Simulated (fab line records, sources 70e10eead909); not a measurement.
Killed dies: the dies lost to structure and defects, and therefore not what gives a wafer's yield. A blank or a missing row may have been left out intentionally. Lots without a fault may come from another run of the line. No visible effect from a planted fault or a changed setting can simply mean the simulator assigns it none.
Chamber matching | flow nand_harc | NHARC_A_M0_ETCH_15 on rie_diel-12 has 4 sister chambers
The step etches the open film in C4F8/Ar, target depth 150 nm, overetch 15 nm, time 82.5 s. 16 wafers are shown with their chamber, then 8 later ones without.

== WAFERS WITH THEIR CHAMBER ==
wafer  | chamber | rf_vpp_V (V) | oes_product_au (a.u.)
L432.2 | 3       | 444          | 0.940
L432.5 | 1       | 442          | 0.950
L432.6 | 0       | 438          | 0.939
L434.1 | 3       | 446          | 0.925
L434.3 | 0       | 436          | 0.912
L434.5 | 1       | 443          | 0.937
L436.4 | 3       | 446          | 0.928
L436.5 | 2       | 444          | 0.933
L436.6 | 3       | 445          | 0.927
L438.3 | 0       | 437          | 0.927
L438.4 | 0       | 437          | 0.920
L438.5 | 1       | 443          | 0.921
L441.2 | 0       | 438          | 0.969
L441.3 | 1       | 444          | 0.968
L441.5 | 0       | 437          | 0.960
L440.2 | 0       | 435          | 0.923

SIGNATURES (averages over the wafers above)
reading        | chamber 0 | chamber 1 | chamber 2 | chamber 3 | scatter within a chamber
rf_vpp_V       | 436.86    | 443.00    | 444.00    | 445.25    | 0.983
oes_product_au | 0.93571   | 0.94400   | 0.93300   | 0.93000   | 0.0184
Rule: for a wafer and a chamber, the distance is found by dividing, reading by reading, the gap between the wafer's reading and the chamber's mean by the reading's scatter, squaring, summing and taking the root. If the next closest chamber is less than 2 further off than the closest, the wafer can't be placed; otherwise it belongs to the closest. The scatter: take each reading less its chamber's mean, square it, sum over the shown wafers, divide by the number of wafers less the number of chambers, and take the root.

== WAFERS MISSING THEIR CHAMBER ==
wafer  | rf_vpp_V (V) | oes_product_au (a.u.)
L440.5 | 444          | 0.929
L440.6 | 445          | 0.924
L443.2 | 437          | 0.980
L443.3 | 443          | 0.969
L443.5 | 444          | 0.974
L450.1 | 444          | 0.957
L450.2 | 446          | 0.948
L450.5 | 435          | 0.971

== WHICH CHAMBER EACH WENT THROUGH ==
wafer  | from the rows above          | in truth
L440.5 | can't be placed: 2 or 3 or 1 | 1
L440.6 | can't be placed: 3 or 2 or 1 | 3
L443.2 | 0                            | 0
L443.3 | can't be placed: 1 or 2 or 3 | 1
L443.5 | can't be placed: 1 or 2 or 3 | 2
L450.1 | can't be placed: 1 or 2 or 3 | 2
L450.2 | can't be placed: 3 or 2 or 1 | 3
L450.5 | 0                            | 0
Placed correctly: 2 of 8. Cannot be placed on the basis of these rows: 6; the candidates contain the true chamber in 6. Number placed wrongly: 0.
